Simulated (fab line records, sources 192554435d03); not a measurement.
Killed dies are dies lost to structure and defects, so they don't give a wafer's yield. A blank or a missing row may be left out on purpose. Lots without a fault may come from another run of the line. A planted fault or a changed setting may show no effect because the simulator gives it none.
One fault seen from 2 desks | flow n5_finfet | each desk has only its own numbers; what lay behind them comes last

THE METROLOGY DESK
What the gauges read, lot by lot, whatever tool the lot ran on: means of the sampled wafers that have a number. A lot is out of limits, marked OUT, if its mean lies more than 4 standard deviations from the usual mean; the brackets give that distance.
Columns: A = trench_depth_nm at N5_BEOL_M9_OCD_MEAS_38, usual 150 nm; B = M9_THK at N5_BEOL_M9_THK_MEAS_53, usual 138 nm
lot  | first seen here | A   | B
L107 | day 11 04:14    | 152 | 140
L113 | day 11 23:38    | 148 | 136
L106 | day 12 00:08    | 150 | 137
L114 | day 12 02:21    | 149 | 137
L115 | day 12 16:59    | 153 | 142
L117 | day 12 17:25    | 154 | 142
L118 | day 13 15:43    | 154 | 139
L121 | day 14 12:37    | 150 | 137
L126 | day 16 05:21    | 149 | 139
L127 | day 16 05:32    | 150 | 140
L128 | day 16 14:35    | 153 | 144
This desk's finding: nothing out of limits on any of the 11 lots.

THE TOOL OWNER'S DESK: ald_metal-04
The tool's own readings at N5_BEOL_M9_ALD_74 (deposits TaN, target thk 2 nm, pulse time 2 s, purge time 3 s): means of the sampled wafers that have a number, for each lot that ran on this tool. A lot is out of limits, marked OUT, if its mean lies more than 4 standard deviations from the usual mean; the brackets give that distance.
Columns: A = heater_power_w at N5_BEOL_M9_ALD_74, usual 414 W
lot  | first seen here | A
L107 | day 11 04:52    | 443
L114 | day 12 03:06    | 449
L115 | day 12 17:46    | 401
L118 | day 13 16:25    | 445
L121 | day 14 13:53    | 441
This desk's finding: nothing out of limits on any of the 5 lots.

PUT TOGETHER
The metrology desk saw nothing out of limits.
The tool owner's desk saw nothing out of limits.

WHAT THE SIMULATOR HAD PUT IN
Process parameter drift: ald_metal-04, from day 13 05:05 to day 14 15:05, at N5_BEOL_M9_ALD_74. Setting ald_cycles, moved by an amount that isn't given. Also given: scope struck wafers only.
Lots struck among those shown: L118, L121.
